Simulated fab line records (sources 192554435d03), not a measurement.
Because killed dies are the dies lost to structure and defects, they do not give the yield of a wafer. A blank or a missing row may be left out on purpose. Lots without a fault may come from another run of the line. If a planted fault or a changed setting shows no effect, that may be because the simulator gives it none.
Comparing a struck lot with a sound one :: flow n5-finfet :: 28 steps out of a route of 1938
Sound: the wafers L340.1, L340.2, L340.3. Struck: wafer L343.5. (L343.2, L343.6 of the same lot were not struck and are left out.) The cause comes at the end.
Order at every step that has rows: each side's tool, ch and its chambers, its first start. Under that, the readings that differ: sound wafers :: struck wafers :: difference of the means :: sigmas: that difference in standard deviations of wafers without a fault.
alike: readings with means less than 2 such deviations apart, plus words and numbers identical on both sides. not compared: withheld readings, readings lacking a value on some wafer, bounds such as >300 that could conceal the same value, and numbers that have no deviation in the record and whose values overlap.
The two part at a step that has a row with sigmas, a row that says differs or no value, or rows on one side only. Numbers that don't overlap but have no deviation are shown without sigmas and don't part them. Lack of a reading on every wafer of one side parts them only where that side has two or more wafers.

N5_STI_FIN_REVEAL_ALD_14: deposits Si3N4, target thk 3 nm.
  sound on ald-sin-03 ch 0,1,3, day 4 16:04; struck on ald-sin-03 ch 1, day 5 11:58
  alike: heater-power-w
then, 2 steps without rows for these wafers: N5_STI_FIN_REVEAL_FCVD_FILL_01 (material SiO2 flowable, target thk 312 nm, time 512.2 s); N5_STI_FIN_REVEAL_DENSIFY_02 (time 1800 s).
N5_STI_FIN_REVEAL_CMP_04: polishes, stops on Si3N4, t overpolish 4 s, target thk 131.83 nm.
  sound on cmp-04 ch 1,2,3, day 4 21:07; struck on cmp-01 ch 1, day 5 17:03
  alike: motor-current-A, overpolish-run-s, retaining-ring-pressure-frac, time-to-endpoint-s
N5_STI_FIN_REVEAL_THK_MEAS_05:
  sound on film-metro-01, day 4 21:24; struck on film-metro-01, day 5 17:19
  alike: thk-nm
then, 1 step without rows for these wafers: N5_STI_FIN_REVEAL_DENSIFY_30.
N5_STI_FIN_REVEAL_ETCHBACK_08: etches SiO2 in C4F6/O2, target depth 30.5 nm, time 10.167 s.
  sound on rie-diel-05 ch 0,2,3, day 4 21:38; struck on rie-diel-01 ch 0, day 5 17:34
  alike: chamber-pressure-mTorr, drypump-motor-current-A, oes_f_703_au, oes-product-au, rf-fwd-power-W, rf-vpp-V, showerhead-plenum-p-Torr, throttle-valve-pct
  not compared: rf-hours-counter-h
then, 5 steps without rows for these wafers: N5_STI_FIN_REVEAL_STRIP_24 (strips in N2/H2, time 90 s); N5_STI_FIN_REVEAL_PRECLEAN_25 (cleans in SPM, time 90 s); N5_STI_FIN_REVEAL_PRECLEAN_26 (cleans in SC1, time 45 s); N5_STI_FIN_REVEAL_PRECLEAN_29 (cleans in DHF, time 30 s); N5_STI_FIN_REVEAL_SRD_12 (time 30 s).
N5_STI_FIN_REVEAL_RECESS_09: chemistry HF/NH3, target SiO2, afs cycles 11, target depth 42.5 nm, sublimation time 60 s.
  sound on vapor-etch-01 ch 0,1, day 4 21:53; struck on vapor-etch-01 ch 1, day 5 18:52
reading: model.etch.depth-nm (nm)
sound: 42.91 42.91 42.91
struck: 57.09
difference: +14.18
sigmas: 
  alike: drypump-motor-current-A
then, 3 steps without rows for these wafers: N5_STI_FIN_REVEAL_STRIP_16 (strips SiNx in H3PO4, target depth 23.8 nm); N5_STI_FIN_REVEAL_PRECLEAN_17 (cleans in NF3:NH3, afs cycles 1, time 20 s, sublimation time 60 s); N5_STI_FIN_REVEAL_ETCH_34 (etches Si in H2, material Si, target depth 0.97 nm).
N5_STI_FIN_REVEAL_OXIDATION_31: chemistry O2 PLASMA REMOTE, time 20 s.
  sound on plasma-asher-02 ch 0,1, day 5 00:03; struck on plasma-asher-01 ch 0, day 5 19:58
  alike: chamber-pressure-mTorr, drypump-motor-current-A, heater-power-w, rf-fwd-power-W
  not compared: rf-hours-counter-h
then, 3 steps without rows for these wafers: N5_STI_FIN_REVEAL_PRECLEAN_32 (cleans in NF3:NH3, afs cycles 1, time 20 s, sublimation time 60 s); N5_STI_FIN_REVEAL_STRIP_35 (strips Si3N4 in H3PO4, target depth 4 nm, time 39 s); N5_STI_FIN_REVEAL_SRD_21 (time 30 s).
N5_STI_FIN_REVEAL_OXIDATION_33: chemistry O2 PLASMA REMOTE, time 20 s.
  sound on plasma-asher-01 ch 0,1, day 5 00:25; struck on plasma-asher-01 ch 1, day 5 20:19
reading: chamber-pressure-mTorr (mTorr)
sound: 999.4 999.2 998.2
struck: 1000.9
difference: +2.0
sigmas: +2
  alike: drypump-motor-current-A, heater-power-w, rf-fwd-power-W
  not compared: rf-hours-counter-h
then, 2 steps without rows for these wafers: N5_STI_FIN_REVEAL_CLEAN_19 (cleans in O3/DIW, time 120 s); N5_STI_FIN_REVEAL_SRD_23 (time 30 s).
N5_STI_FIN_REVEAL_CD_MEAS_22: target cd 6.238 nm, pitch 28 nm.
  sound on cd-sem-02, day 5 00:34; struck on cd-sem-01, day 5 20:29
  alike: cd-nm
N5_STI_FIN_REVEAL_FIN_H_MEAS_10:
  sound on ocd-01, day 5 00:36; struck on ocd-02, day 5 20:31
reading: trench-depth-nm (nm)
sound: 52.4 52.8 51.7
struck: 65.2
difference: +12.9
sigmas: +20
then, 1 step without rows for these wafers: N5_STI_FIN_REVEAL_PRECLEAN_18 (cleans in SC2, time 45 s).
-- record jumps: 6 days separate the struck wafers' starts on either side; left off in module STI_FIN_REVEAL, taken up again in module BEOL_M4, whose first shown step is the route's number 1111 --
N5_BEOL_M4_RC_MEAS_101:
  sound on prober-02 ch 0, day 11 12:19; struck on prober-01 ch 0, day 12 05:02
reading: DIBL_N (mV/V)
sound: 32.2 32.6 30.1
struck: 36.6
difference: +5.0
sigmas: +3

reading: DIBL_P (mV/V)
sound: 32.1 32.9 28.6
struck: 35.8
difference: +4.6
sigmas: +2

reading: IOFF_N (nA/um)
sound: 0.111 0.118 0.084
struck: 0.164
difference: +0.060
sigmas: +2
  alike: IOFF_P, ION_N, ION_P, SS_N, SS_P, VT_N, VT_P
then, 1 step without rows for these wafers: N5_PASSIVATION_PROBE_49.

WHERE THEY PART
At N5_STI_FIN_REVEAL_OXIDATION_33 first; at N5_BEOL_M4_RC_MEAS_101 last (within this record only).

WHY: whatever the simulator had introduced
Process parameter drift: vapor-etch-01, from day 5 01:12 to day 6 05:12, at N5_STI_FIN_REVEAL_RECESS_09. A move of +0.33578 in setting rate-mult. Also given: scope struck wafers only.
